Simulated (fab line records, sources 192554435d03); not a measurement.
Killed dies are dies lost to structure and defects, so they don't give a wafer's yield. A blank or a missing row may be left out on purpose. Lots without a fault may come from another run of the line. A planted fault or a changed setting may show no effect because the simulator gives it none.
A struck lot beside a sound one | flow n5_finfet | 16 steps out of a route of 1938
Sound: wafers L135.3, L135.4, L135.5. Struck: wafer L146.4. (L146.1 of the same lot was not struck and is left out.) The cause comes at the end.
At each step with rows: each side's tool, then ch and its chambers, then its first start. Under that, the readings that differ: sound wafers | struck wafers | difference of the means | sigmas: that difference in standard deviations of wafers without a fault.
alike: readings whose means differ by less than 2 such deviations, and words and numbers that are the same on both sides. not compared: withheld readings, readings that some wafer has no value for, bounds like >300 that may hide the same value, and numbers for which the record gives no deviation and whose values overlap.
The two part at a step that has a row with sigmas, a row that says differs or no value, or rows on one side only. Numbers that don't overlap but have no deviation are shown without sigmas and don't part them. A reading that every wafer of one side lacks parts them only if that side has two wafers or more.

N5_BEOL_M0_SAQP_HM_OPEN_112: chemistry CHF3/O2, target SiO2, stops on a-Si, target depth 12 nm, time 13.5 s.
  sound on rie_diel-02 ch 1,2,3, day 6 09:35; struck on rie_diel-04 ch 2, day 8 15:17
  alike: chamber_pressure_mTorr, drypump_motor_current_A, oes_o_777_au, oes_product_au, rf_fwd_power_W, rf_vpp_V, showerhead_plenum_p_Torr, throttle_valve_pct
  not compared: rf_hours_counter_h
then, 1 step without rows for these wafers: N5_BEOL_M0_SAQP_STRIP_113 (strips in CHF3/O2).
N5_BEOL_M0_SAQP_MANDREL_ETCH_20: etches a-Si in HBr/Cl2, stops on SiNx, target depth 60 nm, bt time 10 s, time 30 s.
  sound on rie_si-04 ch 0,1,2, day 6 09:40; struck on rie_si-06 ch 3, day 8 15:22
  alike: chamber_pressure_mTorr, drypump_motor_current_A, oes_product_au, rf_fwd_power_W, throttle_valve_pct
  not compared: rf_hours_counter_h
N5_BEOL_M0_SAQP_STRIP_86: strips in N2/H2.
  sound on rie_diel-03 ch 0,1,2, day 6 09:48; struck on rie_diel-04 ch 0, day 8 15:28
  reading                         | sound          | struck | difference | sigmas
  showerhead_plenum_p_Torr (Torr) | 3.31 3.47 3.32 | 3.13   | -0.24      | -2
  alike: chamber_pressure_mTorr, drypump_motor_current_A, n2_flow_sccm, oes_product_au, rf_vpp_V, throttle_valve_pct
  not compared: rf_hours_counter_h
then, 3 steps without rows for these wafers: N5_BEOL_M0_SAQP_STRIP_115 (strips in post etch residue remover, time 60 s); N5_BEOL_M0_SAQP_SRD_93 (time 30 s); N5_BEOL_M0_SAQP_RECESS_114 (chemistry HF/NH3, target SiO2, target depth 14.4 nm, afs cycles 3, sublimation time 60 s).
N5_BEOL_M0_SAQP_SPACER1_ALD_98: deposits SiO2, target thk 12.8 nm, pulse time 1 s, purge time 2 s.
  sound on ald_sin-02 ch 0,1,2, day 6 11:05; struck on ald_sin-02 ch 0, day 8 18:13
  alike: heater_power_w, precursor_pulse_height_rel
then, 2 steps without rows for these wafers: N5_BEOL_M0_SAQP_SPACER1_ETCHBACK_99 (etches SiO2 in CHF3/O2, target depth 15.4 nm, time 7.7 s); N5_BEOL_M0_SAQP_MANDREL1_REMOVE_100 (chemistry HBr/Cl2/O2, target a-Si, stops on SiNx, bt time 10 s).
N5_BEOL_M0_SAQP_CD_MEAS_25: target cd 13.1 nm.
  sound on cd_sem-02 ch 0, day 6 11:46; struck on cd_sem-02 ch 0, day 8 18:53
  alike: cd_nm
N5_BEOL_M0_SAQP_ETCH_101: etches SiNx in CH3F/O2, target depth 29.9 nm, time 42.7 s.
  sound on rie_diel-04 ch 1,3, day 6 11:57; struck on rie_diel-03 ch 0, day 8 18:56
  reading                | sound             | struck | difference | sigmas
  throttle_valve_pct (%) | 15.92 16.34 15.91 | 16.77  | +0.71      | +2
  alike: chamber_pressure_mTorr, drypump_motor_current_A, oes_o_777_au, oes_product_au, rf_fwd_power_W, rf_vpp_V, showerhead_plenum_p_Torr
  not compared: rf_hours_counter_h
N5_BEOL_M0_SAQP_ETCH_102: etches SiO2 in CF4, target depth 4 nm, time 4.4 s.
  sound on rie_si-06 ch 0,1,3, day 6 12:04; struck on rie_si-06 ch 1, day 8 19:02
  reading                  | sound             | struck | difference | sigmas
  oes_product_au (a.u.)    | 0.994 0.970 1.038 | 0.873  | -0.128     | -6
  model.etch.depth_nm (nm) | 3.91 3.994 4.151  | 3.184  | -0.834     |
  alike: chamber_pressure_mTorr, drypump_motor_current_A, rf_fwd_power_W, throttle_valve_pct
  not compared: rf_hours_counter_h
then, 1 step without rows for these wafers: N5_BEOL_M0_SAQP_MANDREL_ETCH_103 (etches a-Si in HBr/Cl2, stops on SiCN, target depth 45 nm, bt time 10 s, time 27 s).
-- the record jumps here: 3 days lie between the struck wafers' starts before and after (it left off in module BEOL_M0_SAQP and takes up again in module BEOL_M4, whose first step shown is number 1111 of the route) --
N5_BEOL_M4_RC_MEAS_101:
  sound on prober-02 ch 0, day 8 23:37; struck on prober-01 ch 0, day 11 17:09
  alike: DIBL_N, DIBL_P, IOFF_N, IOFF_P, ION_N, ION_P, SS_N, SS_P, VT_N, VT_P
then, 1 step without rows for these wafers: N5_PASSIVATION_PROBE_49.

WHERE THEY PART
First at N5_BEOL_M0_SAQP_STRIP_86; last, within this record, at N5_BEOL_M0_SAQP_ETCH_102. Later steps at which nothing parts them and some readings are alike: N5_BEOL_M4_RC_MEAS_101.

WHY: what the simulator had put in
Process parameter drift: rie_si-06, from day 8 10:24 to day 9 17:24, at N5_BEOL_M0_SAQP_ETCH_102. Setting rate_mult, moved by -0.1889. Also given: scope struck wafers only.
